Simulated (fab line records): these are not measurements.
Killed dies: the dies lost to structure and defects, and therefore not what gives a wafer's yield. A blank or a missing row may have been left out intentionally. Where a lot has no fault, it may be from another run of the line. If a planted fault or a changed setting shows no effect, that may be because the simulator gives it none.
Split-lot trial ; flow n5 finfet ; 21 wafers read from 7 lots, route of 1938 steps

THE SPLIT
At N5_BEOL_M0_SAQP_DESCUM_45 (chemistry O2, time 7 s), the setting time s was moved away from the recipe's 7 s on 5 of the 21 wafers read, by -21.1% to -11.9%. All remaining wafers had this setting at the recipe value.

The split's own step is where the reading is taken.

THE READING
CAR-EUV_of_BEOL_M0_SAQP_COAT_34.thk nm (the simulator's own value, which no gauge read), in nm, at N5_BEOL_M0_SAQP_DESCUM_45 (chemistry O2, time 7 s). There is no usual value for it anywhere in the file. The 16 wafers here that ran the recipe average 26.1 nm, standard deviation 0.15 nm.

wafer;tool, chamber at the split;time s as run, s;against the recipe;CAR-EUV_of_BEOL_M0_SAQP_COAT_34.thk nm, nm;against lot-mates on the recipe
L074.3;rie diel-05, 3;5.722;-18.3%;26.6;+0.4
L074.4;rie diel-05, 0;7;recipe;26.2;-
L074.6;rie diel-05, 3;5.722;-18.3%;26.8;+0.6
L075.2;rie diel-06, 0;6.167;-11.9%;26.4;+0.4
L075.3;rie diel-06, 3,1;7;recipe;26;-
L075.5;rie diel-06, 3,1;7;recipe;26;-
L083.2;rie diel-05, 3;5.637;-19.5%;26.6;+0.6
L083.3;rie diel-05, 1,2;7;recipe;26;-
L083.4;rie diel-05, 1,2;7;recipe;26;-
L088.2;rie diel-06, 3,2,3;7;recipe;25.8;-
L088.3;rie diel-06, 3,2,3;7;recipe;25.8;-
L088.5;rie diel-06, 3,2,3;7;recipe;25.8;-
L091.3;rie diel-02, 3,0;7;recipe;26.2;-
L091.4;rie diel-02, 3,0;7;recipe;26.2;-
L091.5;rie diel-02, 3;7;recipe;26;-
L096.1;rie diel-02, 1,0,3;7;recipe;26.2;-
L096.2;rie diel-02, 1,0,3;7;recipe;26.2;-
L096.3;rie diel-02, 1,0,3;7;recipe;26.2;-
L097.2;rie diel-02, 0,1;7;recipe;26.2;-
L097.3;rie diel-02, 0,1;7;recipe;26.2;-
L097.4;rie diel-02, 2;5.521;-21.1%;27;+0.8
When a row names more than one chamber, that row covers several wafers, and the file does not tell which wafer ran in which chamber.

THE FIT
A straight line over all 21 wafers: CAR-EUV_of_BEOL_M0_SAQP_COAT_34.thk nm changes by -0.0354 nm for each +1% of time s; r = -0.88; the points scatter about the line by 0.16 nm.
The same after taking each lot's own level away (the mean of its wafers on the recipe; 21 wafers): -0.0316 nm for each +1%; r = -0.97; scatter 0.064 nm.
According to that fit, moving time s by its largest amount changes the reading by 0.67 nm.
The span of the lots' own levels, 25.80 to 26.20 nm, comes to 2.6 times the standard deviation stated above.
So the slope is not independent of the lot-to-lot level: the two fits are not the same.
Check: for one of the wafers moved furthest among these (-21.1%), held out of the fit, the line's prediction against its lot-mates is +0.617 nm. It came out at +0.8 nm against them.

THESE WAFERS: OTHER SPLITS
These wafers also went through other splits before the reading. Each is held against what the fit with the lots' levels taken away leaves over:
other split on the same wafers;wafers away from the commonest value;r with CAR-EUV_of_BEOL_M0_SAQP_COAT_34.thk nm (lot level and that fit taken away)
N5_MOL_CONTACT_COAG_COAT_64 spin rpm;7;+0.09
N5_BEOL_M0_SAQP_PECVD_00 time s;9;-0.11

THE FILE'S OWN FIT
CAR-EUV_of_BEOL_M0_SAQP_COAT_34.thk nm changes by -0.0327 nm for each +1% of time s, r = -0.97.
